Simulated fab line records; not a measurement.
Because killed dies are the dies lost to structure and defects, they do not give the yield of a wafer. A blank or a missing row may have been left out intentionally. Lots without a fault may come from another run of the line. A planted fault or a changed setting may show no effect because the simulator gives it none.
Matching of chambers :: flow n5Finfet :: N5_BEOL_M0_ETCH_138 on rieDiel-06: 4 sister chambers
The step etches SiCN in CH3F/O2, target depth 12 nm, time 31.6 s. 16 wafers are shown with their chamber, then 8 later ones without.

== WAFERS, EACH WITH ITS CHAMBER ==
wafer: L078.1
chamber: 1
showerheadPlenumPTorr (Torr): 2.05
oesProductAu (a.u.): 0.61
rfVppV (V): 298.3

wafer: L078.2
chamber: 0
showerheadPlenumPTorr (Torr): 1.93
oesProductAu (a.u.): 0.71
rfVppV (V): 296.6

wafer: L078.4
chamber: 3
showerheadPlenumPTorr (Torr): 2.10
oesProductAu (a.u.): 0.61
rfVppV (V): 299.4

wafer: L080.2
chamber: 1
showerheadPlenumPTorr (Torr): 2.05
oesProductAu (a.u.): 0.61
rfVppV (V): 298.6

wafer: L080.3
chamber: 3
showerheadPlenumPTorr (Torr): 2.09
oesProductAu (a.u.): 0.61
rfVppV (V): 299.2

wafer: L080.4
chamber: 3
showerheadPlenumPTorr (Torr): 2.09
oesProductAu (a.u.): 0.61
rfVppV (V): 297.5

wafer: L082.3
chamber: 0
showerheadPlenumPTorr (Torr): 1.93
oesProductAu (a.u.): 0.72
rfVppV (V): 296.6

wafer: L082.4
chamber: 2
showerheadPlenumPTorr (Torr): 2.02
oesProductAu (a.u.): 0.71
rfVppV (V): 298.5

wafer: L082.6
chamber: 0
showerheadPlenumPTorr (Torr): 1.93
oesProductAu (a.u.): 0.72
rfVppV (V): 295.0

wafer: L083.2
chamber: 0
showerheadPlenumPTorr (Torr): 1.93
oesProductAu (a.u.): 0.72
rfVppV (V): 295.4

wafer: L083.5
chamber: 0
showerheadPlenumPTorr (Torr): 1.93
oesProductAu (a.u.): 0.72
rfVppV (V): 295.6

wafer: L083.6
chamber: 3
showerheadPlenumPTorr (Torr): 2.09
oesProductAu (a.u.): 0.61
rfVppV (V): 299.2

wafer: L084.1
chamber: 2
showerheadPlenumPTorr (Torr): 2.02
oesProductAu (a.u.): 0.71
rfVppV (V): 297.2

wafer: L084.3
chamber: 3
showerheadPlenumPTorr (Torr): 2.09
oesProductAu (a.u.): 0.61
rfVppV (V): 299.5

wafer: L084.5
chamber: 0
showerheadPlenumPTorr (Torr): 1.93
oesProductAu (a.u.): 0.71
rfVppV (V): 295.6

wafer: L091.1
chamber: 2
showerheadPlenumPTorr (Torr): 2.01
oesProductAu (a.u.): 0.69
rfVppV (V): 297.7

SIGNATURES (means of the wafers above)
reading: showerheadPlenumPTorr
chamber 0: 1.9300
chamber 1: 2.0500
chamber 2: 2.0167
chamber 3: 2.0920
scatter within a chamber: 0.0035

reading: oesProductAu
chamber 0: 0.7167
chamber 1: 0.6100
chamber 2: 0.7033
chamber 3: 0.6100
scatter within a chamber: 0.00577

reading: rfVppV
chamber 0: 295.800
chamber 1: 298.450
chamber 2: 297.800
chamber 3: 298.960
scatter within a chamber: 0.695
Rule: a wafer's distance from a chamber is the root of the sum, over the readings, of the square of ((its reading less the chamber's mean) divided by the reading's scatter). If the next closest chamber is less than 2 further off than the closest, the wafer can't be placed; otherwise it belongs to the closest. How the scatter is found: for the shown wafers, subtract from each reading the mean of its chamber, square and add these, divide the total by (wafers less chambers), then take the root.

== WAFERS MISSING THEIR CHAMBER ==
wafer: L091.2
showerheadPlenumPTorr (Torr): 2.04
oesProductAu (a.u.): 0.60
rfVppV (V): 299.6

wafer: L091.4
showerheadPlenumPTorr (Torr): 1.93
oesProductAu (a.u.): 0.70
rfVppV (V): 295.8

wafer: L095.1
showerheadPlenumPTorr (Torr): 2.08
oesProductAu (a.u.): 0.59
rfVppV (V): 298.3

wafer: L095.3
showerheadPlenumPTorr (Torr): 2.04
oesProductAu (a.u.): 0.59
rfVppV (V): 297.7

wafer: L095.6
showerheadPlenumPTorr (Torr): 1.92
oesProductAu (a.u.): 0.70
rfVppV (V): 295.9

wafer: L097.1
showerheadPlenumPTorr (Torr): 1.92
oesProductAu (a.u.): 0.70
rfVppV (V): 296.8

wafer: L097.3
showerheadPlenumPTorr (Torr): 2.01
oesProductAu (a.u.): 0.68
rfVppV (V): 297.2

wafer: L097.6
showerheadPlenumPTorr (Torr): 2.08
oesProductAu (a.u.): 0.59
rfVppV (V): 300.4

== WHICH CHAMBER EACH ONE RAN IN ==
wafer: L091.2
from the rows above: 1
in truth: 1

wafer: L091.4
from the rows above: 0
in truth: 0

wafer: L095.1
from the rows above: 3
in truth: 3

wafer: L095.3
from the rows above: 1
in truth: 1

wafer: L095.6
from the rows above: 0
in truth: 0

wafer: L097.1
from the rows above: 0
in truth: 0

wafer: L097.3
from the rows above: 2
in truth: 2

wafer: L097.6
from the rows above: 3
in truth: 3
Placed correctly: 8 of 8. Left unplaced by these rows: 0. Wrongly placed: 0.
